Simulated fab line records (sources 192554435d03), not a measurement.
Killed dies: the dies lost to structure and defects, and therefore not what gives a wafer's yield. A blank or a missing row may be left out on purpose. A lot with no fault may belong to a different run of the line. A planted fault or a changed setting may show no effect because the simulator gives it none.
Which of the tools did it?	flow n5Finfet	Sampling: 21 lots, 63 wafers, 6 of 1938 route steps

## WHAT EACH GAUGE READ, for each wafer
The record lacks any reading of a measuring or inspecting step that a usual standard deviation could be used to judge.

## TOOL THAT RAN EACH LOT (tool first, then ch and the chambers of the sampled wafers, then the start)
lot	N5_HKMG_FIN_HK_ANNEAL_02	N5_HKMG_FIN_ETCH_54	N5_HKMG_FIN_CVD_62	N5_HKMG_FIN_DESCUM_17	N5_HKMG_FIN_ETCH_32	N5_HKMG_FIN_ETCHBACK_68
L074	rtpAnneal-02 ch 0, day 3 23:27	rieDiel-02 ch 0,1,3, day 4 00:23	thermalCvdSi-02 ch 0,1,2, day 4 02:11	rieDiel-02 ch 2,3, day 4 03:51	rieDiel-02 ch 2,3, day 4 03:56	rieMetal-02 ch 0,1, day 4 06:31
L075	rtpAnneal-02 ch 0, day 4 05:40	rieDiel-03 ch 0,1,3, day 4 06:34	thermalCvdSi-01 ch 0,1,2, day 4 08:17	rieDiel-02 ch 0,2,3, day 4 09:48	rieDiel-02 ch 0,2,3, day 4 09:53	rieMetal-01 ch 0,1, day 4 12:32
L076	rtpAnneal-01 ch 0, day 4 11:40	rieDiel-03 ch 1,2,3, day 4 12:33	thermalCvdSi-02 ch 0,1,2, day 4 14:23	rieDiel-06 ch 0,1, day 4 16:08	rieDiel-06 ch 0,1, day 4 16:13	rieMetal-01 ch 0,1, day 4 18:45
L077	rtpAnneal-01 ch 0, day 4 16:37	rieDiel-06 ch 1,3, day 4 17:30	thermalCvdSi-01 ch 0,1, day 4 19:12	rieDiel-06 ch 1,3, day 4 21:11	rieDiel-06 ch 1,3, day 4 21:16	rieMetal-02 ch 0,1, day 4 23:49
L079	rtpAnneal-02 ch 0, day 5 07:54	rieDiel-02 ch 2,3, day 5 08:43	thermalCvdSi-01 ch 0,2, day 5 10:25	rieDiel-02 ch 1,2, day 5 12:04	rieDiel-02 ch 1,2, day 5 12:09	rieMetal-03 ch 0,1, day 5 14:43
L080	rtpAnneal-02 ch 0, day 5 12:19	rieDiel-06 ch 0,1,2, day 5 13:11	thermalCvdSi-02 ch 0,1,2, day 5 14:53	rieDiel-06 ch 0,1,2, day 5 16:42	rieDiel-06 ch 0,1,2, day 5 16:47	rieMetal-02 ch 0,1, day 5 19:19
L081	rtpAnneal-02 ch 0, day 5 17:12	rieDiel-06 ch 0,2, day 5 18:01	thermalCvdSi-01 ch 1,2, day 5 19:43	rieDiel-02 ch 2,3, day 5 21:32	rieDiel-02 ch 2,3, day 5 21:37	rieMetal-02 ch 0,1, day 6 00:16
L082	rtpAnneal-02 ch 0, day 5 23:32	rieDiel-06 ch 1,3, day 6 00:25	thermalCvdSi-02 ch 0,1, day 6 02:07	rieDiel-03 ch 2,3, day 6 03:43	rieDiel-03 ch 2,3, day 6 03:49	rieMetal-03 ch 0,1, day 6 06:23
L083	rtpAnneal-02 ch 0, day 6 04:34	rieDiel-02 ch 0,2,3, day 6 05:25	thermalCvdSi-01 ch 0,1, day 6 07:07	rieDiel-06 ch 1,2, day 6 09:01	rieDiel-06 ch 1,2, day 6 09:07	rieMetal-01 ch 0,1, day 6 11:47
L084	rtpAnneal-02 ch 0, day 6 16:40	rieDiel-03 ch 1,2, day 6 17:32	thermalCvdSi-02 ch 0,1,2, day 6 19:14	rieDiel-02 ch 1,2, day 6 21:00	rieDiel-02 ch 1,2, day 6 21:05	rieMetal-03 ch 0,1, day 6 23:41
L085	rtpAnneal-02 ch 0, day 6 21:15	rieDiel-02 ch 0,1,2, day 6 22:25	thermalCvdSi-01 ch 0,2, day 7 00:07	rieDiel-06 ch 0,1, day 7 01:52	rieDiel-06 ch 0,1, day 7 01:58	rieMetal-01 ch 0,1, day 7 04:32
L086	rtpAnneal-02 ch 0, day 7 03:46	rieDiel-06 ch 0,1,3, day 7 04:38	thermalCvdSi-02 ch 0,1, day 7 06:20	rieDiel-06 ch 0,1,3, day 7 08:16	rieDiel-06 ch 0,1,3, day 7 08:22	rieMetal-03 ch 0,1, day 7 11:06
L087	rtpAnneal-02 ch 0, day 7 08:03	rieDiel-02 ch 0,2,3, day 7 09:13	thermalCvdSi-01 ch 1,2, day 7 10:56	rieDiel-03 ch 0,1,2, day 7 12:56	rieDiel-03 ch 0,1,2, day 7 13:01	rieMetal-01 ch 0,1, day 7 15:35
L088	rtpAnneal-02 ch 0, day 7 14:25	rieDiel-03 ch 0,3, day 7 15:17	thermalCvdSi-02 ch 0,2, day 7 16:59	rieDiel-03 ch 1,3, day 7 18:50	rieDiel-03 ch 1,3, day 7 18:55	rieMetal-02 ch 0,1, day 7 21:29
L089	rtpAnneal-01 ch 0, day 7 19:45	rieDiel-03 ch 1,2, day 7 20:49	thermalCvdSi-01 ch 1,2, day 7 22:30	rieDiel-03 ch 1,2,3, day 8 00:04	rieDiel-03 ch 1,2,3, day 8 00:09	rieMetal-01 ch 0,1, day 8 02:46
L091	rtpAnneal-02 ch 0, day 8 06:05	rieDiel-06 ch 0,3, day 8 06:59	thermalCvdSi-01 ch 0,1,2, day 8 08:40	rieDiel-03 ch 0,2, day 8 10:20	rieDiel-03 ch 0,2, day 8 10:26	rieMetal-03 ch 0,1, day 8 12:56
L093	rtpAnneal-02 ch 0, day 8 20:22	rieDiel-03 ch 1,2, day 8 22:34	thermalCvdSi-01 ch 0,1, day 9 00:17	rieDiel-02 ch 0,1,3, day 9 02:03	rieDiel-02 ch 0,1,3, day 9 02:08	rieMetal-01 ch 0, day 9 04:40
L094	rtpAnneal-01 ch 0, day 9 04:50	rieDiel-06 ch 0,3, day 9 05:31	thermalCvdSi-02 ch 0,2, day 9 07:14	rieDiel-03 ch 0,2,3, day 9 09:09	rieDiel-03 ch 0,2,3, day 9 09:14	rieMetal-02 ch 0,1, day 9 11:48
L095	rtpAnneal-01 ch 0, day 9 06:27	rieDiel-06 ch 0,2,3, day 9 07:19	thermalCvdSi-01 ch 0,1, day 9 09:04	rieDiel-03 ch 1,2,3, day 9 10:42	rieDiel-03 ch 1,2,3, day 9 10:47	rieMetal-02 ch 0,1, day 9 13:28
L096	rtpAnneal-02 ch 0, day 9 13:07	rieDiel-06 ch 1,2,3, day 9 14:10	thermalCvdSi-02 ch 1,2, day 9 15:52	rieDiel-02 ch 1,2,3, day 9 17:31	rieDiel-02 ch 1,2,3, day 9 17:36	rieMetal-03 ch 1, day 9 20:07
L097	rtpAnneal-02 ch 0, day 9 17:46	rieDiel-06 ch 2,3, day 9 18:42	thermalCvdSi-01 ch 0,1, day 9 20:27	rieDiel-03 ch 0,1,2, day 9 22:06	rieDiel-03 ch 0,1,2, day 9 22:11	rieMetal-02 ch 0,1, day 10 00:49
- N5_HKMG_FIN_HK_ANNEAL_02: time 30 s.
- N5_HKMG_FIN_ETCH_54: etches SiARC in CF4, target depth 45.5 nm, time 75.8 s.
- N5_HKMG_FIN_CVD_62: deposits a-Si from Si2H6, target thk 3 nm, time 20.8 s.
- N5_HKMG_FIN_DESCUM_17: chemistry O2, time 7.9 s.
- N5_HKMG_FIN_ETCH_32: etches SOC in N2/H2, target depth 240 nm, time 300 s.
- N5_HKMG_FIN_ETCHBACK_68: etches the open film in Cl2/Ar, stops on HfO2, target depth 0.5 nm.

## AS READ BY THE TOOLS THEMSELVES (means over the sampled wafers that have a number; for cases with no such wafer, the mark the record gives instead)
N5_HKMG_FIN_HK_ANNEAL_02. Usual: lampPowerPct 8.80 %, standard deviation 0.048; lamp_zone_2_pct 8.799 %, standard deviation 0.0088; wafer_temp_C_max 702.9, standard deviation 0.7.
lot	tool	lampPowerPct (%)	lamp_zone_2_pct (%)	wafer_temp_C_max	flag
L074	rtpAnneal-02	8.80	8.807	703.0	
L075	rtpAnneal-02	8.84	8.793	703.3	
L076	rtpAnneal-01	8.84	8.800	702.6	
L077	rtpAnneal-01	8.82	8.798	703.4	
L079	rtpAnneal-02	8.78	8.796	703.1	
L080	rtpAnneal-02	8.81	8.801	702.4	
L081	rtpAnneal-02	8.80	8.793	702.7	
L082	rtpAnneal-02	8.81	8.810	702.3	
L083	rtpAnneal-02	8.76	8.794	703.3	
L084	rtpAnneal-02	8.77	8.800	703.1	
L085	rtpAnneal-02	8.73	8.796	703.1	
L086	rtpAnneal-02	8.78	8.788	703.2	
L087	rtpAnneal-02	8.81	8.798	702.3	
L088	rtpAnneal-02	8.79	8.798	703.1	
L089	rtpAnneal-01	8.87	8.795	702.6	
L091	rtpAnneal-02	8.76	8.802	702.5	
L093	rtpAnneal-02	8.82	8.796	702.3	
L094	rtpAnneal-01	8.82	8.795	702.8	
L095	rtpAnneal-01	8.83	8.807	702.8	
L096	rtpAnneal-02	8.83	8.787	703.1	
L097	rtpAnneal-02	8.81	8.797	703.6	

N5_HKMG_FIN_ETCH_54. Usual: drypumpMotorCurrentA 5.5 A, standard deviation 0.41; etchRfOnTimeS 75.1 s, standard deviation 1.9; oesProductAu 0.69 a.u., standard deviation 0.085; rfVppV 184.3 V, standard deviation 1.2; showerheadPlenumPTorr 2.16 Torr, standard deviation 0.063; throttleValvePct 15.62 %, standard deviation 0.25.
lot	tool	drypumpMotorCurrentA (A)	etchRfOnTimeS (s)	oesProductAu (a.u.)	rfVppV (V)	showerheadPlenumPTorr (Torr)	throttleValvePct (%)	flag
L074	rieDiel-02	5.5	73.6	0.70	184.4	2.15	15.65	
L075	rieDiel-03	5.9	72.4	0.68	184.1	2.12	15.71	
L076	rieDiel-03	6.0	72.9	0.69	184.7	2.19	15.70	
L077	rieDiel-06	5.0	77.9	0.59	184.7	2.14	16.07	
L079	rieDiel-02	5.5	74.5	0.77	184.0	2.13	15.49	
L080	rieDiel-06	5.5	76.4	0.69	185.2	2.21	15.52	
L081	rieDiel-06	5.5	75.3	0.76	185.5	2.23	15.27	
L082	rieDiel-06	5.2	75.7	0.68	183.7	2.18	15.81	
L083	rieDiel-02	5.3	73.3	0.80	183.6	2.13	15.47	
L084	rieDiel-03	6.0	72.9	0.64	184.7	2.17	15.98	
L085	rieDiel-02	5.7	73.3	0.75	184.8	2.12	15.52	
L086	rieDiel-06	5.3	76.7	0.66	183.7	2.14	15.71	
L087	rieDiel-02	5.3	74.4	0.77	183.6	2.12	15.48	
L088	rieDiel-03	5.9	74.0	0.69	184.2	2.13	15.52	
L089	rieDiel-03	5.7	73.9	0.65	184.4	2.20	15.83	
L091	rieDiel-06	5.5	76.7	0.66	183.4	2.11	15.61	
L093	rieDiel-03	5.7	75.2	0.63	184.5	2.20	15.85	
L094	rieDiel-06	5.2	77.7	0.71	183.8	2.10	15.65	
L095	rieDiel-06	5.4	76.9	0.71	184.0	2.16	15.48	
L096	rieDiel-06	5.2	76.4	0.71	184.3	2.19	15.60	
L097	rieDiel-06	5.1	77.4	0.76	183.8	2.15	15.52	

N5_HKMG_FIN_CVD_62. Usual: chamberPressureTorr 1.0003 Torr, standard deviation 0.0023; heaterPowerW 1479 W, standard deviation 190; susceptorTempC 500.01 C, standard deviation 0.23.
lot	tool	chamberPressureTorr (Torr)	heaterPowerW (W)	susceptorTempC (C)	flag
L074	thermalCvdSi-02	0.9995	1366	500.18	
L075	thermalCvdSi-01	1.0001	1555	499.97	
L076	thermalCvdSi-02	0.9996	1372	500.00	
L077	thermalCvdSi-01	1.0007	1710	499.81	
L079	thermalCvdSi-01	0.9994	1392	499.89	
L080	thermalCvdSi-02	1.0016	1353	499.86	
L081	thermalCvdSi-01	0.9998	1645	500.09	
L082	thermalCvdSi-02	1.0033	1346	499.97	
L083	thermalCvdSi-01	0.9982	1637	500.30	
L084	thermalCvdSi-02	1.0013	1363	500.00	
L085	thermalCvdSi-01	1.0021	1480	500.02	
L086	thermalCvdSi-02	0.9996	1366	499.98	
L087	thermalCvdSi-01	0.9995	1471	499.97	
L088	thermalCvdSi-02	0.9983	1468	500.00	
L089	thermalCvdSi-01	0.9998	1471	499.85	
L091	thermalCvdSi-01	1.0008	1561	499.87	
L093	thermalCvdSi-01	0.9973	1722	499.84	
L094	thermalCvdSi-02	1.0004	1452	500.22	
L095	thermalCvdSi-01	0.9988	1714	500.02	
L096	thermalCvdSi-02	0.9990	1305	499.98	
L097	thermalCvdSi-01	1.0024	1724	499.99	

N5_HKMG_FIN_DESCUM_17. Usual: drypumpMotorCurrentA 5.6 A, standard deviation 0.42; oesProductAu 0.78 a.u., standard deviation 0.09; rfVppV 243.2 V, standard deviation 1.3; showerheadPlenumPTorr 2.10 Torr, standard deviation 0.065; throttleValvePct 20.49 %, standard deviation 0.25.
lot	tool	drypumpMotorCurrentA (A)	oesProductAu (a.u.)	rfVppV (V)	showerheadPlenumPTorr (Torr)	throttleValvePct (%)	flag
L074	rieDiel-02	5.3	0.92	242.9	2.12	20.42	
L075	rieDiel-02	5.3	0.85	243.3	2.09	20.51	
L076	rieDiel-06	5.5	0.71	244.3	2.15	20.58	
L077	rieDiel-06	5.0	0.70	243.0	2.09	20.87	
L079	rieDiel-02	5.8	0.88	242.9	2.08	20.48	
L080	rieDiel-06	5.5	0.79	244.5	2.16	20.31	
L081	rieDiel-02	5.3	0.89	243.2	2.11	20.45	
L082	rieDiel-03	6.0	0.85	245.1	2.15	20.33	
L083	rieDiel-06	5.4	0.78	245.0	2.18	20.46	
L084	rieDiel-02	5.9	0.85	242.2	2.07	20.50	
L085	rieDiel-06	5.6	0.71	243.8	2.11	20.49	
L086	rieDiel-06	5.3	0.78	243.3	2.10	20.53	
L087	rieDiel-03	5.7	0.73	242.2	2.07	20.55	
L088	rieDiel-03	6.2	0.76	243.8	2.09	20.74	
L089	rieDiel-03	6.0	0.78	243.1	2.13	20.55	
L091	rieDiel-03	5.4	0.73	242.2	2.03	20.37	
L093	rieDiel-02	5.5	0.83	243.3	2.08	20.40	
L094	rieDiel-03	5.7	0.76	243.6	2.08	20.37	
L095	rieDiel-03	6.0	0.77	243.6	2.12	20.57	
L096	rieDiel-02	5.7	0.81	242.5	2.09	20.49	
L097	rieDiel-03	5.7	0.71	242.2	2.06	20.59	

N5_HKMG_FIN_ETCH_32. Usual: drypumpMotorCurrentA 5.6 A, standard deviation 0.42; oesProductAu 0.79 a.u., standard deviation 0.089; rfVppV 524.1 V, standard deviation 2.3; showerheadPlenumPTorr 2.55 Torr, standard deviation 0.084; throttleValvePct 17.95 %, standard deviation 0.25.
lot	tool	drypumpMotorCurrentA (A)	oesProductAu (a.u.)	rfVppV (V)	showerheadPlenumPTorr (Torr)	throttleValvePct (%)	flag
L074	rieDiel-02	5.3	0.93	524.2	2.56	17.76	
L075	rieDiel-02	5.3	0.85	524.0	2.53	17.90	
L076	rieDiel-06	5.5	0.72	525.5	2.61	18.02	
L077	rieDiel-06	5.1	0.68	524.1	2.54	18.26	
L079	rieDiel-02	5.9	0.87	523.2	2.52	17.85	
L080	rieDiel-06	5.5	0.81	526.4	2.63	17.81	
L081	rieDiel-02	5.3	0.89	524.5	2.55	17.79	
L082	rieDiel-03	6.0	0.85	525.7	2.62	17.79	
L083	rieDiel-06	5.3	0.80	527.2	2.66	17.96	
L084	rieDiel-02	5.9	0.87	523.0	2.51	17.87	
L085	rieDiel-06	5.7	0.71	524.8	2.57	17.92	
L086	rieDiel-06	5.3	0.78	524.6	2.55	17.94	
L087	rieDiel-03	5.7	0.74	524.0	2.53	18.10	
L088	rieDiel-03	6.2	0.77	523.1	2.54	18.17	
L089	rieDiel-03	6.0	0.79	524.4	2.59	18.05	
L091	rieDiel-03	5.4	0.73	523.0	2.49	17.92	
L093	rieDiel-02	5.5	0.84	524.1	2.55	17.85	
L094	rieDiel-03	5.7	0.76	522.9	2.54	17.88	
L095	rieDiel-03	6.0	0.77	525.3	2.58	18.07	
L096	rieDiel-02	5.7	0.81	523.6	2.54	17.91	
L097	rieDiel-03	5.7	0.72	523.2	2.52	18.13	

N5_HKMG_FIN_ETCHBACK_68. Usual: drypumpMotorCurrentA 5.9 A, standard deviation 0.33; oesProductAu 0.71 a.u., standard deviation 0.099; throttleValvePct 20.8 %, standard deviation 0.36.
lot	tool	drypumpMotorCurrentA (A)	oesProductAu (a.u.)	throttleValvePct (%)	flag
L074	rieMetal-02	5.6	0.70	20.6	
L075	rieMetal-01	6.0	0.67	20.8	
L076	rieMetal-01	5.9	0.74	20.7	
L077	rieMetal-02	5.5	0.77	20.5	
L079	rieMetal-03	6.2	0.76	21.1	
L080	rieMetal-02	5.6	0.70	20.6	
L081	rieMetal-02	5.6	0.76	20.5	
L082	rieMetal-03	6.2	0.75	21.2	
L083	rieMetal-01	6.0	0.66	20.8	
L084	rieMetal-03	6.2	0.74	21.2	
L085	rieMetal-01	6.1	0.63	20.9	
L086	rieMetal-03	6.2	0.74	21.2	
L087	rieMetal-01	6.1	0.66	20.9	
L088	rieMetal-02	5.6	0.69	20.6	
L089	rieMetal-01	6.0	0.65	20.9	
L091	rieMetal-03	6.2	0.74	21.2	
L093	rieMetal-01	5.7	0.78	20.6	
L094	rieMetal-02	5.6	0.68	20.6	
L095	rieMetal-02	5.6	0.74	20.5	
L096	rieMetal-03	6.1	0.79	21.0	
L097	rieMetal-02	5.6	0.68	20.6	

## THE ANSWER, worked out from the rows above alone
Rule: a lot is off if the mean of its wafers that have a number lies more than 3 standard deviations from the usual mean. Also off: a lot with no number at a reading for which 4 or more lots have one. Where the step has rows for the other lots, those lots are counted as sound. Order of review: gauges by route order, followed by the tools' own readings, for which a lot's mean as printed above is used. The first step at which some lot is off is used, and at that step the reading that is off furthest; a lot without a number counts as furthest.
Nothing can be told from this: no lot is off at any reading shown.

## WHAT THE SIMULATOR HAD PUT IN
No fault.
